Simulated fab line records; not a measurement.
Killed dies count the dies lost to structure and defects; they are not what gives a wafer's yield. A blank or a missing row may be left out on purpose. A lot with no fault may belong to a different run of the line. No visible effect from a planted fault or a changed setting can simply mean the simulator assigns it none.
Matching of chambers / flow n5_finfet / 4 sister chambers for N5_BEOL_M1_STRIP_66 on rie_diel-02
The step strips in CF4. 8 wafers are shown with their chamber, then 9 later ones without.

== WAFERS WITH THEIR CHAMBER ==
wafer=L076.5; chamber=1; drypump_motor_current_A (A)=5.9; throttle_valve_pct (%)=13.71
wafer=L078.4; chamber=0; drypump_motor_current_A (A)=6.0; throttle_valve_pct (%)=14.01
wafer=L077.5; chamber=0; drypump_motor_current_A (A)=6.0; throttle_valve_pct (%)=14.00
wafer=L079.2; chamber=1; drypump_motor_current_A (A)=5.9; throttle_valve_pct (%)=13.15
wafer=L079.6; chamber=2; drypump_motor_current_A (A)=5.6; throttle_valve_pct (%)=13.42
wafer=L085.2; chamber=3; drypump_motor_current_A (A)=4.8; throttle_valve_pct (%)=13.84
wafer=L085.5; chamber=2; drypump_motor_current_A (A)=5.6; throttle_valve_pct (%)=13.43
wafer=L085.6; chamber=3; drypump_motor_current_A (A)=4.7; throttle_valve_pct (%)=13.82

== WAFERS WITHOUT THEIR CHAMBER ==
wafer=L092.1; drypump_motor_current_A (A)=4.7; throttle_valve_pct (%)=13.85
wafer=L092.4; drypump_motor_current_A (A)=6.0; throttle_valve_pct (%)=14.05
wafer=L092.5; drypump_motor_current_A (A)=4.7; throttle_valve_pct (%)=13.87
wafer=L093.1; drypump_motor_current_A (A)=4.7; throttle_valve_pct (%)=13.84
wafer=L093.4; drypump_motor_current_A (A)=6.0; throttle_valve_pct (%)=14.04
wafer=L093.6; drypump_motor_current_A (A)=5.9; throttle_valve_pct (%)=13.21
wafer=L097.2; drypump_motor_current_A (A)=6.0; throttle_valve_pct (%)=14.06
wafer=L097.4; drypump_motor_current_A (A)=5.9; throttle_valve_pct (%)=13.23
wafer=L097.6; drypump_motor_current_A (A)=4.7; throttle_valve_pct (%)=13.88

== WHICH CHAMBER EACH WENT THROUGH ==
wafer=L092.1; from the rows above=3; in truth=3
wafer=L092.4; from the rows above=0; in truth=0
wafer=L092.5; from the rows above=3; in truth=3
wafer=L093.1; from the rows above=3; in truth=3
wafer=L093.4; from the rows above=0; in truth=0
wafer=L093.6; from the rows above=1; in truth=1
wafer=L097.2; from the rows above=0; in truth=0
wafer=L097.4; from the rows above=1; in truth=1
wafer=L097.6; from the rows above=3; in truth=3
Correctly placed: 9 of 9. Left unplaced by these rows: 0. 0 placed wrongly.
How it was worked out, from the rows above alone: a wafer's distance from a chamber is the root of the sum, over the readings, of the square of ((its reading less the chamber's mean) divided by the reading's scatter). If the next closest chamber is less than 2 further off than the closest, the wafer can't be placed; otherwise it belongs to the closest. The mean given for a chamber averages the wafers shown for that chamber. How the scatter is found: for the shown wafers, subtract from each reading the mean of its chamber, square and add these, divide the total by (wafers less chambers), then take the root.
